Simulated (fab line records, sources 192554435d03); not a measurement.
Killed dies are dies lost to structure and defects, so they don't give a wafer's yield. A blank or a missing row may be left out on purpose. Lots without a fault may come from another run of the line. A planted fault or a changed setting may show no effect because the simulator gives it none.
Tool commonality check | flow n5_finfet | 10 lots, 30 wafers sampled

WHY IT WAS OPENED
At N5_BEOL_M4_RC_MEAS_101 the reading IOFF_P_LONG is flagged on 3 of 10 lots. Wafers without a fault read 0.000104 nA/um, standard deviation 7.3e-06.
Rule: a lot is flagged when every wafer of it that has a number lies more than 4 standard deviations from that mean, or none has a number. The other lots count as sound.

lot  | measured     | on        | IOFF_P_LONG (nA/um), wafer by wafer | flag
L319 | day 9 03:50  | prober-01 | 0.000113 0.00011 0.000109           |
L322 | day 9 21:47  | prober-01 | 1.0924 1.1669 1.1352                | FLAGGED
L323 | day 10 00:44 | prober-01 | 1.3189 1.2721 1.355                 | FLAGGED
L324 | day 10 03:02 | prober-01 | 1.2298 1.1362 1.1653                | FLAGGED
L328 | day 11 03:19 | prober-01 | 0.000113 0.000113 0.000108          |
L331 | day 12 08:25 | prober-01 | 9.9e-05 0.0001 9.8e-05              |
L332 | day 12 12:46 | prober-02 | 0.000105 0.000108 0.000107          |
L334 | day 13 00:23 | prober-01 | 0.000101 0.0001 0.000104            |
L335 | day 13 03:38 | prober-02 | 9.9e-05 0.000102 0.000103           |
L337 | day 13 15:23 | prober-02 | 0.000105 0.000104 0.000104          |
The numbers of the flagged lots are 1.207978 nA/um on average: +1.207874 nA/um against the usual, or +99 or more standard deviations.

WHICH TOOL RAN EACH LOT
The record holds 2 process steps before the reading, out of a route of 1938 steps. In each cell: the tool, then ch and the chambers that the sampled wafers went through, then the start.
lot  | flag    | N5_WELL_APT_IMPLANT_14         | N5_WELL_APT_RTA_34
L319 |         | implanter-02 ch 0, day 2 20:13 | rtp_anneal-02 ch 0, day 2 22:01
L322 | FLAGGED | implanter-01, day 3 13:56      | rtp_anneal-01 ch 0, day 3 15:44
L323 | FLAGGED | implanter-01, day 3 19:54      | rtp_anneal-02 ch 0, day 3 21:47
L324 | FLAGGED | implanter-02, day 4 01:58      | rtp_anneal-01 ch 0, day 4 03:53
L328 |         | implanter-02 ch 0, day 5 02:19 | rtp_anneal-01 ch 0, day 5 04:15
L331 |         | implanter-01 ch 0, day 5 19:58 | rtp_anneal-01 ch 0, day 5 21:52
L332 |         | implanter-02 ch 0, day 6 02:26 | rtp_anneal-01 ch 0, day 6 04:25
L334 |         | implanter-02 ch 0, day 6 14:10 | rtp_anneal-02 ch 0, day 6 15:58
L335 |         | implanter-01 ch 0, day 6 19:58 | rtp_anneal-01 ch 0, day 6 22:00
L337 |         | implanter-01 ch 0, day 7 08:11 | rtp_anneal-02 ch 0, day 7 10:05
What these steps do:
- N5_WELL_APT_IMPLANT_14
- N5_WELL_APT_RTA_34: time 10 s.
- N5_BEOL_M4_RC_MEAS_101

FLAGGED OVER TOTAL, TOOL BY TOOL (the gauges that took the reading come last)
step                   | tool          | lots run | flagged | share of the flagged lots | sound lots run after its first flagged lot
N5_WELL_APT_IMPLANT_14 | implanter-01  | 5        | 2       | some                      | 3 (L331,L335,L337)
N5_WELL_APT_IMPLANT_14 | implanter-02  | 5        | 1       | some                      | 3 (L328,L332,L334)
N5_WELL_APT_RTA_34     | rtp_anneal-01 | 6        | 2       | some                      | 4 (L328,L331,L332,L335)
N5_WELL_APT_RTA_34     | rtp_anneal-02 | 4        | 1       | some                      | 2 (L334,L337)
N5_BEOL_M4_RC_MEAS_101 | prober-01     | 7        | 3       | all                       | 3 (L328,L331,L334)
N5_BEOL_M4_RC_MEAS_101 | prober-02     | 3        | 0       | none                      | -

WHAT THE TABLE ALLOWS
1 row of the table ran every flagged lot: prober-01 at N5_BEOL_M4_RC_MEAS_101.
- prober-01 at N5_BEOL_M4_RC_MEAS_101: 3 of its 7 lots flagged. Sound lots ran on it after the first flagged one (L328, L331, L334), which a lasting fault on the whole tool wouldn't allow.
No row of the table ran every flagged lot and no sound lot after the first.

WHAT THE SIMULATOR HAD PUT IN
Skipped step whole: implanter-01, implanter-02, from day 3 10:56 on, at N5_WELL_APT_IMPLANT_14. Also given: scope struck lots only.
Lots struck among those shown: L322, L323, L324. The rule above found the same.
